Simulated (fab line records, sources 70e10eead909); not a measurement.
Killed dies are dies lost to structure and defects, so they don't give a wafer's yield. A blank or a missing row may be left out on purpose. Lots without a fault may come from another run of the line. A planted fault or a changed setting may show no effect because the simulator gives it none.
A struck lot beside a sound one | flow nand_harc | 18 steps out of a route of 1302
Sound: wafers L262.3, L262.4, L262.6. Struck: wafers L273.2, L273.4, L273.5. The cause comes at the end.
At each step with rows: each side's tool, then ch and its chambers, then its first start. Under that, the readings that differ: sound wafers | struck wafers | difference of the means | sigmas: that difference in standard deviations of wafers without a fault.
alike: readings whose means differ by less than 2 such deviations, and words and numbers that are the same on both sides. not compared: withheld readings, readings that some wafer has no value for, bounds like >300 that may hide the same value, and numbers for which the record gives no deviation and whose values overlap.
The two part at a step that has a row with sigmas, a row that says differs or no value, or rows on one side only. Numbers that don't overlap but have no deviation are shown without sigmas and don't part them. A reading that every wafer of one side lacks parts them only if that side has two wafers or more.

NHARC_A_CONTACT_CVD_19: deposits W, target thk 300 nm, time 802 s.
  sound on cvd_w-02 ch 0,1; struck on cvd_w-02 ch 0
  alike: heater_power_w, mfc_h2_sccm, throttle_valve_pct
NHARC_A_CONTACT_CMP_20: polishes, t overpolish 30 s, target thk 300 nm.
  sound on cmp-02 ch 0,2, day 25 22:59; struck on cmp-02 ch 1,2,3, day 29 23:07
  alike: motor_current_A, overpolish_run_s, slurry_filter_dp_kPa, time_to_endpoint_s
then, 1 step without rows for these wafers: NHARC_A_CONTACT_SRD_22.
NHARC_A_CONTACT_INSPECT_23:
  sound on defect_inspect-01, day 25 23:23; struck on defect_inspect-01, day 29 23:29
  alike: raw_defect_count
then, 7 steps without rows for these wafers: NHARC_A_BLC_DEHYDRATE_00 (time 120 s); NHARC_A_BLC_HMDS_01 (time 30 s); NHARC_A_BLC_COAT_02 (time 75 s); NHARC_A_BLC_COAT_03 (time 65 s); NHARC_A_BLC_COAT_04 (resist thk 90 nm); NHARC_A_BLC_SOFTBAKE_05 (time 55 s); NHARC_A_BLC_EBR_06.
NHARC_A_BLC_EXPOSE_07: exposes mask A BLC, target cd 100 nm.
  sound on arfi_scanner-03 ch 0, day 25 23:46; struck on arfi_scanner-03 ch 0, day 29 23:51
  reading                       | sound                   | struck            | difference | sigmas
  model.A_BLC.overlay_x_nm (nm) | -0.4239 -0.4239 -0.4239 | 3.713 3.713 3.713 | +4.137     |
  alike: mask
then, 2 steps without rows for these wafers: NHARC_A_BLC_PEB_08 (peb time 65 s); NHARC_A_BLC_DEVELOP_09 (develop time 35 s).
NHARC_A_BLC_CD_MEAS_10: target cd 100 nm.
  sound on cd_sem-03 ch 0, day 25 23:54; struck on cd_sem-02 ch 0, day 29 23:59
  alike: cd_nm
NHARC_A_BLC_OVL_MEAS_11:
  sound on overlay-01, day 25 23:59; struck on overlay-02, day 30 00:04
  reading           | sound         | struck         | difference | sigmas
  overlay_x_nm (nm) | -0.5 -0.8 0.3 | 3.3 3.5 4.1    | +4.0       | +6
  overlay_y_nm (nm) | 2.3 2.3 2.2   | -0.7 -0.9 -0.7 | -3.0       | -4
NHARC_A_BLC_INSPECT_12:
  sound on defect_inspect-02, day 26 00:01; struck on defect_inspect-02, day 30 00:07
  reading          | sound       | struck   | difference | sigmas
  raw_defect_count | 117 108 125 | 27 26 20 | -92        | -2
then, 1 step without rows for these wafers: NHARC_END_SORT_01.

WHERE THEY PART
First at NHARC_A_BLC_OVL_MEAS_11; last, within this record, at NHARC_A_BLC_INSPECT_12.

WHY: what the simulator had put in
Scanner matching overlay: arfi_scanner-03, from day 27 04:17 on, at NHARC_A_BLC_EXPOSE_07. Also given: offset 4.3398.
